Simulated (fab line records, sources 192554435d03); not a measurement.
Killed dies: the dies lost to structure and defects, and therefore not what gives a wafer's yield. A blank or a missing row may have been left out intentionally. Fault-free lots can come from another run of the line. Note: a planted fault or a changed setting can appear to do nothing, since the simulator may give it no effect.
Matching of chambers | flow n5Finfet | 4 sister chambers for N5_BEOL_M6_ETCH_66 on rieDiel-04
The step etches SOC in N2/H2, target depth 80 nm, overetch 16 nm, time 120 s. 16 wafers are shown with their chamber, then 8 later ones without.

## WAFERS PAIRED WITH THEIR CHAMBERS
wafer  | chamber | showerheadPlenumPTorr (Torr) | drypumpMotorCurrentA (A) | throttleValvePct (%)
L074.2 | 2       | 2.58                         | 5.6                      | 17.86
L074.3 | 3       | 2.42                         | 5.5                      | 17.72
L074.5 | 2       | 2.58                         | 5.6                      | 17.87
L075.3 | 3       | 2.42                         | 5.5                      | 17.76
L075.5 | 0       | 2.56                         | 5.9                      | 17.60
L075.6 | 1       | 2.42                         | 6.2                      | 18.08
L082.2 | 1       | 2.42                         | 6.2                      | 18.10
L082.4 | 3       | 2.42                         | 5.5                      | 17.76
L082.5 | 1       | 2.42                         | 6.2                      | 18.09
L085.1 | 0       | 2.55                         | 5.8                      | 17.62
L085.2 | 3       | 2.41                         | 5.5                      | 17.79
L085.4 | 1       | 2.42                         | 6.1                      | 18.13
L088.1 | 2       | 2.56                         | 5.6                      | 17.92
L088.2 | 0       | 2.55                         | 5.8                      | 17.63
L088.6 | 0       | 2.55                         | 5.8                      | 17.62
L091.1 | 2       | 2.56                         | 5.6                      | 17.93

SIGNATURES (means of the wafers above)
reading               | chamber 0 | chamber 1 | chamber 2 | chamber 3 | scatter within a chamber
showerheadPlenumPTorr | 2.5525    | 2.4200    | 2.5700    | 2.4175    | 0.00677
drypumpMotorCurrentA  | 5.825     | 6.175     | 5.600     | 5.500     | 0.0354
throttleValvePct      | 17.6175   | 18.1000   | 17.8950   | 17.7575   | 0.0259
Rule: for each reading, subtract the chamber's mean from the wafer's reading, divide by that reading's scatter and square the result; add these up over the readings and take the root, which gives the wafer's distance from the chamber. If the next closest chamber is less than 2 further off than the closest, the wafer can't be placed; otherwise it belongs to the closest. The scatter: take each reading less its chamber's mean, square it, sum over the shown wafers, divide by the number of wafers less the number of chambers, and take the root.

## WAFERS WITH NO CHAMBER GIVEN
wafer  | showerheadPlenumPTorr (Torr) | drypumpMotorCurrentA (A) | throttleValvePct (%)
L091.4 | 2.41                         | 5.5                      | 17.79
L091.5 | 2.41                         | 5.5                      | 17.80
L090.1 | 2.41                         | 6.1                      | 18.15
L090.3 | 2.41                         | 5.5                      | 17.80
L090.5 | 2.40                         | 5.5                      | 17.82
L097.1 | 2.40                         | 6.2                      | 18.20
L097.4 | 2.54                         | 5.8                      | 17.65
L097.6 | 2.40                         | 6.1                      | 18.17

## EACH ONE'S CHAMBER
wafer  | from the rows above | in truth
L091.4 | 3                   | 3
L091.5 | 3                   | 3
L090.1 | 1                   | 1
L090.3 | 3                   | 3
L090.5 | 3                   | 3
L097.1 | 1                   | 1
L097.4 | 0                   | 0
L097.6 | 1                   | 1
Correctly placed: 8 of 8. From these rows, 0 cannot be placed. 0 placed wrongly.
